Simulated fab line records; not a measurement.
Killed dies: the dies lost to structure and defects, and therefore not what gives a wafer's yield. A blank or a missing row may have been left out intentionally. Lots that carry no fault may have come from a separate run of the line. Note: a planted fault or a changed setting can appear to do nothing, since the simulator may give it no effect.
A struck lot beside a sound one    flow n5 finfet    39 out of 1938 route steps
Sound: wafers L215.3, L215.4, L215.5. Struck: wafer L216.6 (left out: L216.1, L216.2 of the same lot, which were not struck); the cause appears at the end.
Per side, at each step with rows, come the tool, then ch with its chambers, and then its first start. Under that, the readings that differ: sound wafers    struck wafers    difference of the means    sigmas: that difference in standard deviations of wafers without a fault.
alike: words and numbers the same on both sides, and readings whose means are apart by under 2 such deviations; not compared: readings that were withheld, readings missing a value for some wafer, numbers with overlapping values and no deviation given by the record, and bounds like >300 which may hide the same value.
Wherever a step has rows on one side only, a row that says differs or no value, or a row with sigmas, the two part there. Non-overlapping numbers with no deviation appear without sigmas and do not part them. A reading that every wafer of one side lacks parts them only if that side has two wafers or more.

first, 12 steps without rows for these wafers: N5_SDB_ETCH_18 (etches SOC in N2/H2, target depth 100 nm, overetch 20 nm, time 150 s); N5_SDB_STRIP_19 (strips in N2/H2); N5_SDB_STRIP_21 (strips in CF4); N5_SDB_HM_OPEN_20 (chemistry CH3F/O2, target SiNx, stops on poly-Si, target depth 24 nm); N5_SDB_STRIP_22 (strips in N2/H2); N5_SDB_PRECLEAN_23 (cleans in dHF, time 30 s); N5_SDB_DUMMY_REMOVE_24 (chemistry TMAH, target poly-Si, stops on SiO2, target depth 142 nm, time 57 s, rinse time 30 s); N5_SDB_ETCH_25 (etches SiO2 in C4F6/O2, target depth 10 nm, time 3.3 s); N5_SDB_CUT_ETCH_26 (etches Si in HBr/Cl2/O2, target depth 129.6 nm, bt time 20 s, time 51.8 s); N5_SDB_PRECLEAN_38 (cleans in dHF, time 10 s); N5_SDB_PRECLEAN_39 (cleans in O3/DIW, time 45 s); N5_SDB_SRD_28 (time 30 s).
N5_SDB_ALD_29: deposits SiNx, target thk 30 nm, pulse time 1 s, ald cycles 600.
  sound on ald sin-03 ch 0,2,3, day 6 14:25; struck on ald sin-03 ch 1, day 7 00:18
reading                               sound         struck  difference  sigmas
ald cycles                            600 600 600   414     -186        
model.SiNx_of_SDB_ALD_29.thk nm (nm)  29.8 29.8 30  20.8    -9.1        
  alike: heater power w, precursor pulse height rel
then, 23 steps without rows for these wafers: N5_SDB_CMP_30 (polishes, stops on poly-Si, t overpolish 1.54 s, target thk 30 nm); N5_DUMMY_REMOVAL_HM_STRIP_01 (strips SiNx in CH3F/O2, stops on poly-Si, target depth 4 nm, time 6.8 s); N5_DUMMY_REMOVAL_STRIP_10 (strips in N2/H2, time 40 s); N5_DUMMY_REMOVAL_PRECLEAN_07 (cleans in dHF, time 30 s); N5_DUMMY_REMOVAL_DUMMY_REMOVE_02 (chemistry TMAH, target poly-Si, stops on SiO2, target depth 142 nm, time 57 s, rinse time 30 s); N5_DUMMY_REMOVAL_PRECLEAN_08 (cleans in NF3:NH3, afs cycles 2, time 20 s, sublimation time 60 s); N5_DUMMY_REMOVAL_PRECLEAN_04 (cleans in DHF, time 37 s); N5_DUMMY_REMOVAL_SRD_05 (time 30 s); N5_HKMG_FIN_IL_REGROW_00 (material SiO2, chemistry O3, target thk 0.75 nm, time 30 s); N5_HKMG_FIN_HK_ALD_01 (deposits HfO2, target thk 1.6 nm, pulse time 3 s, purge time 3 s); N5_HKMG_FIN_HK_ANNEAL_02 (time 30 s); N5_HKMG_FIN_ALD_74 (deposits La2O3, target thk 0.5 nm, pulse time 6 s, co reactant pulse time 1 s); N5_HKMG_FIN_ALD_75 (deposits Al2O3, target thk 1 nm, co reactant pulse time 1 s); N5_HKMG_FIN_COAT_41 (time 60 s, resist thk 300 nm); N5_HKMG_FIN_COAT_42 (time 60 s, resist thk 35 nm); N5_HKMG_FIN_COAT_43 (resist thk 90 nm); N5_HKMG_FIN_EBR_45; N5_HKMG_FIN_SOFTBAKE_44 (time 60 s); N5_HKMG_FIN_EXPOSE_46 (exposes mask NDIPOLE); N5_HKMG_FIN_PEB_47 (peb time 60 s); N5_HKMG_FIN_DEVELOP_48 (develop time 30 s); N5_HKMG_FIN_DESCUM_53 (chemistry O2, time 7.9 s); N5_HKMG_FIN_ETCH_54 (etches SiARC in CF4, target depth 45.5 nm, time 75.8 s).
N5_GATE_CUT_ETCH_58: etches SiNx in CH3F/O2, target depth 17 nm, time 128.6 s.
  sound on rie diel-05 ch 2,3, day 7 03:07; struck on rie diel-06 ch 1, day 7 12:28
reading                               sound           struck  difference  sigmas
model.SiNx_of_SDB_ALD_29.thk nm (nm)  24.4 24.4 24.6  17      -7          
  alike: drypump motor current A, oes product au, rf vpp V, showerhead plenum p Torr, throttle valve pct
  not compared: rf hours counter h
-- a jump in the record: the struck wafers' starts before and after are 4 days apart (it breaks off in module GATE_CUT and resumes in module BEOL_M4, where the first step shown is number 1111 of the route) --
N5_BEOL_M4_RC_MEAS_101:
  sound on prober-02 ch 0, day 10 14:47; struck on prober-02 ch 0, day 11 08:16
reading        sound           struck  difference  sigmas
DIBL_P (mV/V)  37.8 38.2 41.5  33.1    -6.1        -2
VT_N (mV)      248 247 248     256     +8          +2
  alike: DIBL_N, IOFF_N, IOFF_P, ION_N, ION_P, SS_N, SS_P, VT_P
-- record jumps: 4 days separate the struck wafers' starts on either side; left off in module BEOL_M4, taken up again in module PASSIVATION, whose first shown step is the route's number 1936 --
N5_PASSIVATION_PROBE_49:
  only the struck wafers here have rows in the record (prober-02, day 15 16:58); the sound ones have none

== WHERE THEY PART ==
Last at N5_PASSIVATION_PROBE_49 as far as this record goes, first at N5_BEOL_M4_RC_MEAS_101.

WHY: what the simulator had put in
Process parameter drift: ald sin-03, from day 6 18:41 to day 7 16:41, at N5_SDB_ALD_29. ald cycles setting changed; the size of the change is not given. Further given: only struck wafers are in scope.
